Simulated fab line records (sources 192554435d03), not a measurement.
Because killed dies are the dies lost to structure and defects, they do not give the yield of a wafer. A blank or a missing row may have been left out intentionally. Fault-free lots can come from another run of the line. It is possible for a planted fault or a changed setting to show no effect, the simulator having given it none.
Chamber matching | flow n5Finfet | N5_SDB_STRIP_21 on rieDiel-06 has 4 sister chambers
The step strips in CF4. 4 wafers are shown with their chamber, then 8 later ones without.

## WAFERS, EACH WITH ITS CHAMBER
wafer  | chamber | showerheadPlenumPTorr (Torr)
L082.6 | 0       | 1.75
L084.3 | 1       | 1.86
L084.6 | 3       | 1.81
L091.4 | 2       | 1.72

## WAFERS WITH NO CHAMBER GIVEN
wafer  | showerheadPlenumPTorr (Torr)
L091.5 | 1.86
L091.6 | 1.81
L092.1 | 1.74
L092.4 | 1.72
L092.6 | 1.86
L097.1 | 1.72
L097.4 | 1.81
L097.5 | 1.85

## CHAMBER TAKEN BY EACH
wafer  | from the rows above | in truth
L091.5 | 1                   | 1
L091.6 | 3                   | 3
L092.1 | 0                   | 0
L092.4 | 2                   | 2
L092.6 | 1                   | 1
L097.1 | 2                   | 2
L097.4 | 3                   | 3
L097.5 | 1                   | 1
Correctly placed: 8 of 8. Number that these rows cannot place: 0. Wrongly placed: 0.
How it was worked out, from the rows above alone: a wafer's distance from a chamber is the root of the sum, over the readings, of the square of ((its reading less the chamber's mean) divided by the reading's scatter). The wafer belongs to the nearest chamber; if the next one is less than 2 further off, it can't be placed. A chamber's mean is the mean of its shown wafers. The scatter: root of mean squared gap, hidden wafer to nearest shown wafer, with one shown wafer a chamber.
